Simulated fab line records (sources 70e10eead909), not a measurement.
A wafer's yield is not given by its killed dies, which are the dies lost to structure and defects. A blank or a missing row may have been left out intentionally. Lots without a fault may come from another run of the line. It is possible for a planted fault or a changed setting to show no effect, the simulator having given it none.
Problem report, 8D (eight disciplines) form, completed by code	flow nandHarc	the parts of the form that need people (team, actions taken, sign-off) are left out

1. PROBLEM STATEMENT
thkNm at NHARC_A_ONON_D1_THK_MEAS_21 reads a mean of 910 nm on 4 wafers of 3 lots; wafers without a fault read 998 nm with a standard deviation of 8.2. Measured from the usual mean, that is -11 standard deviations.
The step: measures by ellipsometry.
Earliest sighting: wafer L348.2 on filmMetro-02 at day 11 19:44. The record has a number at this step for 43 wafers belonging to 15 lots. Rule for "out" (also "out of limits"): further than 4 standard deviations from the usual mean. The other wafers with a number count as sound.

2. WHAT IT IS, AND WHAT IT ISN'T
question	is	is not
which readings at this step	thkNm	-
which lots	L348, L349, L351	L336, L337, L338, L340, L341, L342, L343, L352, L353, L354, L355, L357
which wafers of those lots	L348.2, L348.3, L349.2, L351.3	L349.6, L351.1, L351.4
read on which gauges	filmMetro-02	filmMetro-01
when	from day 11 19:44	up to then (21 sound wafers); but 18 sound wafers of L349, L351, L352, L353, L354, L355, L357 came after

3. THE SUSPECTS, EACH WITH WHAT RULES IT OUT
Counting: a tool at a process step up to the reading stays a suspect if it ran every lot that is out. Sound lots after the first of them don't rule it out here, since some wafers of a struck lot are sound.
- the gauge at NHARC_A_ONON_D1_THK_MEAS_21: kept. All the wafers that are out were read on filmMetro-02, and no step on other tools shows them out.
- pecvdOnon-04 at NHARC_A_ONON_D1_DEP_19 (target thk 1000 nm): kept. Ran every lot that is out, first one L348 (day 11 19:16); last sound lot up to then L342 (day 9 21:58).
After counting, pecvdOnon-04 at NHARC_A_ONON_D1_DEP_19 and filmMetro-02 at NHARC_A_ONON_D1_THK_MEAS_21 remain.

4. THE CAUSE (what the simulator had put in)
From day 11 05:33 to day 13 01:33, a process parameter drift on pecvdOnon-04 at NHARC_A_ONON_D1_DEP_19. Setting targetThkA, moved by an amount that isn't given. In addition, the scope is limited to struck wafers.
This tool is one of the 2 suspects left after counting.

5. THE EFFECT CHAIN, in route order
Each row: a reading whose mean over the struck wafers that have a number lies more than 3 standard deviations from the usual. Readings are gone through only where the record gives a usual standard deviation; hours: the median, over the lots, of the time from a lot's start at the first step in this table giving one to that lot's start at this step; sigmas: the change measured in usual standard deviations.
hours	step	reading	usual	on struck wafers	change	sigmas
0	NHARC_A_ONON_D1_THK_MEAS_21	thkNm	998 nm	910	-88	-11

6. HOW IT WOULD HAVE BEEN CAUGHT EARLIER
14 hours passed between the start of the fault at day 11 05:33 and the first reading out of limits at a measuring or inspecting step in this record, taken at day 11 19:44.
Among the 3 lots that are out, L349, L351 began NHARC_A_ONON_D1_DEP_19 on pecvdOnon-04 after day 11 19:44. A hold on the tool at that time would have spared those 2.
